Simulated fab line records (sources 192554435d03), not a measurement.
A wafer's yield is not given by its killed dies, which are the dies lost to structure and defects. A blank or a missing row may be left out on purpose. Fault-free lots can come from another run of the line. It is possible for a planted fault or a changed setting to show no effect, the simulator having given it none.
Which tool is to blame?    flow n5Finfet    36 wafers sampled from 12 lots at 1 step of a route of 1938

== WHAT EACH GAUGE READ, for each wafer ==
N5_BEOL_M0_CUTY_OVL_MEAS_58.
lot   measured      on          M0_ABLK_OVL (nm)
L075  day 6 02:10   overlay-02  0.0 0.2 0.1
L077  day 6 12:11   overlay-01  -0.4 -0.3 0.1
L079  day 6 23:10   overlay-02  0.7 1.7 0.9
L081  day 7 13:34   overlay-01  0.5 0.3 -1.0
L083  day 7 19:16   overlay-01  -0.7 -0.9 -1.1
L085  day 8 14:25   overlay-02  -0.2 -0.8 -0.2
L086  day 10 06:57  overlay-01  -0.5 0.4 -0.1
L090  day 10 08:16  overlay-02  0.0 -0.8 -1.5
L093  day 11 06:49  overlay-01  -0.4 -0.2 0.2
L094  day 11 13:38  overlay-01  -0.3 -1.6 -0.5
L092  day 11 14:49  overlay-02  -2.0 -1.8 -1.2
L097  day 12 03:07  overlay-02  0.7 -1.1 -0.4

== EACH LOT AND THE TOOL THAT RAN IT (in order: tool; ch and the chambers of the sampled wafers; start) ==
There is no process step in the record ahead of these readings.

== THE ANSWER, worked out from the rows above alone ==
Rule: what is usual is taken from the lots themselves. Put in order of their means at a reading, lots are off if they are a third of the lots or fewer, leave a main group of 4 or more, and stand apart from it by a gap of 3 or more times the standard deviation of the main group's means; of several such gaps the widest counts. The tables above print the reading to a certain number of digits; a main group whose means all agree to those digits is not used. A lot without any number at a reading at which 4 lots or more have one is off too. The other lots that the step has rows for count as sound.
No lot is off on any of the readings shown, so nothing can be concluded from this.

== WHAT WAS PUT IN BY THE SIMULATOR ==
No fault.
